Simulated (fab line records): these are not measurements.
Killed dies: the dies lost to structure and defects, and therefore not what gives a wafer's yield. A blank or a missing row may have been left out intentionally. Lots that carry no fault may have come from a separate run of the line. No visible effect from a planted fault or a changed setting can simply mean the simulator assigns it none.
Which tool was responsible? -- flow nand_harc -- 11 lots, 33 wafers sampled, at 6 steps of a route of 1302

WHAT THE GAUGES SHOWED, per wafer
NHARC_P_GATE_INSPECT_68.
lot,measured,on,raw_defect_count
L075,day 5 23:21,defect_inspect-01,136 99 141
L077,day 7 00:38,defect_inspect-01,208 123 235
L079,day 7 23:01,defect_inspect-02,386 187 236
L081,day 8 22:22,defect_inspect-01,188 96 165
L083,day 9 12:11,defect_inspect-02,120 172 293
L085,day 10 07:25,defect_inspect-01,145 197 182
L087,day 11 06:24,defect_inspect-02,106 230 177
L089,day 12 07:35,defect_inspect-02,326 255 234
L092,day 13 05:51,defect_inspect-02,281 265 256
L094,day 13 22:49,defect_inspect-01,129 204 152
L096,day 15 02:14,defect_inspect-01,328 213 204

EACH LOT AND THE TOOL THAT RAN IT (in order: tool; ch and the chambers of the sampled wafers; start)
lot,NHARC_P_STI_ETCH_15,NHARC_P_GATE_ETCH_114,NHARC_P_GATE_ALD_36,NHARC_P_GATE_ETCHBACK_37,NHARC_P_GATE_STRIP_111
L075,"rie_si-04 ch 0,1,2, day 3 04:34","rie_diel-05 ch 0,1,2, day 5 06:26 or earlier","ald_sin-03 ch 1,2,3, day 5 06:26","rie_diel-05 ch 1,2,3, day 5 17:31 or earlier","plasma_asher-02 ch 0,1, day 5 17:31"
L077,"rie_si-05 ch 0,2,3, day 4 02:44","rie_diel-06 ch 0,1,3, day 6 07:38 or earlier","ald_sin-01 ch 1,2,3, day 6 07:38","rie_diel-05 ch 1,2,3, day 6 18:38 or earlier","plasma_asher-01 ch 0,1, day 6 18:38"
L079,"rie_si-05 ch 0,1,3, day 4 22:32","rie_diel-06 ch 0,1, day 7 09:07 or earlier","ald_sin-01 ch 1,2,3, day 7 09:07","rie_diel-06 ch 0,1,3, day 7 17:18 or earlier","plasma_asher-02 ch 0,1, day 7 17:18"
L081,"rie_si-03 ch 0,3, day 5 21:08","rie_diel-05 ch 1,2, day 8 05:29 or earlier","ald_sin-03 ch 1,2, day 8 05:29","rie_diel-06 ch 0,1,2, day 8 16:40 or earlier","plasma_asher-01 ch 0,1, day 8 16:40"
L083,"rie_si-03 ch 0,2,3, day 6 12:51","rie_diel-02 ch 0,1, day 8 21:13 or earlier","ald_sin-04 ch 0,2,3, day 8 21:13","rie_diel-02 ch 1,2,3, day 9 06:12 or earlier","plasma_asher-02 ch 0,1, day 9 06:12"
L085,"rie_si-03 ch 1,2, day 7 09:34","rie_diel-06 ch 1,2,3, day 9 17:26 or earlier","ald_sin-01 ch 0,1,3, day 9 17:26","rie_diel-02 ch 2,3, day 10 01:30 or earlier","plasma_asher-02 ch 0,1, day 10 01:30"
L087,"rie_si-04 ch 1,2,3, day 8 06:13","rie_diel-05 ch 2,3, day 10 14:21 or earlier","ald_sin-03 ch 2,3, day 10 14:21","rie_diel-06 ch 1,2,3, day 11 00:25 or earlier","plasma_asher-02 ch 0,1, day 11 00:25"
L089,"rie_si-03 ch 0,2,3, day 9 02:02","rie_diel-06 ch 2,3, day 11 17:59 or earlier","ald_sin-03 ch 1,2,3, day 11 17:59","rie_diel-06 ch 0,2,3, day 12 01:49 or earlier","plasma_asher-01 ch 0,1, day 12 01:49"
L092,"rie_si-05 ch 0,1, day 10 07:27","rie_diel-06 ch 0,1,3, day 12 16:06 or earlier","ald_sin-03 ch 0,1,3, day 12 16:06","rie_diel-05 ch 0,1,2, day 13 00:05 or earlier","plasma_asher-01 ch 0,1, day 13 00:05"
L094,"rie_si-05 ch 2,3, day 11 03:52","rie_diel-05 ch 1,3, day 13 08:08 or earlier","ald_sin-01 ch 0,2,3, day 13 08:08","rie_diel-05 ch 0,1,3, day 13 17:00 or earlier","plasma_asher-01 ch 1, day 13 17:00"
L096,"rie_si-05 ch 2,3, day 12 01:17","rie_diel-02 ch 1,2,3, day 14 09:59 or earlier","ald_sin-04 ch 1,2,3, day 14 09:59","rie_diel-02 ch 1,2,3, day 14 20:04 or earlier","plasma_asher-01 ch 1, day 14 20:04"
- NHARC_P_STI_ETCH_15: etches the open film in HBr/Cl2, target depth 300 nm, time 100.1 s.
- NHARC_P_GATE_ETCH_114: etches the open film in CF4/O2, target depth 30 nm, overetch 3 nm, time 16.5 s.
- NHARC_P_GATE_ALD_36: deposits SiNx, target thk 20 nm, pulse time 60 s, ald cycles 223.
- NHARC_P_GATE_ETCHBACK_37: etches the open film in CHF3/O2, target depth 34.5 nm, time 17.2 s.
- NHARC_P_GATE_STRIP_111: strips in N2/H2, time 250 s.

THE ANSWER, worked out from the rows above alone
Rule: usual is defined by the lots themselves. The widest of any qualifying gaps counts: lots, ordered by their means at a reading, are off when they make up no more than a third of the lots, leave a main group of 4 or more, and stand apart from it by 3 or more times the standard deviation of that group's means. A main group whose means are all the same, to the digits that the tables above print for the reading, isn't used. Also off: a lot with no number at a reading for which 4 or more lots have one. Where the step has rows for the other lots, those lots are counted as sound.
No lot is off at any reading shown: from this, nothing can be told.

WHAT WAS PUT IN BY THE SIMULATOR
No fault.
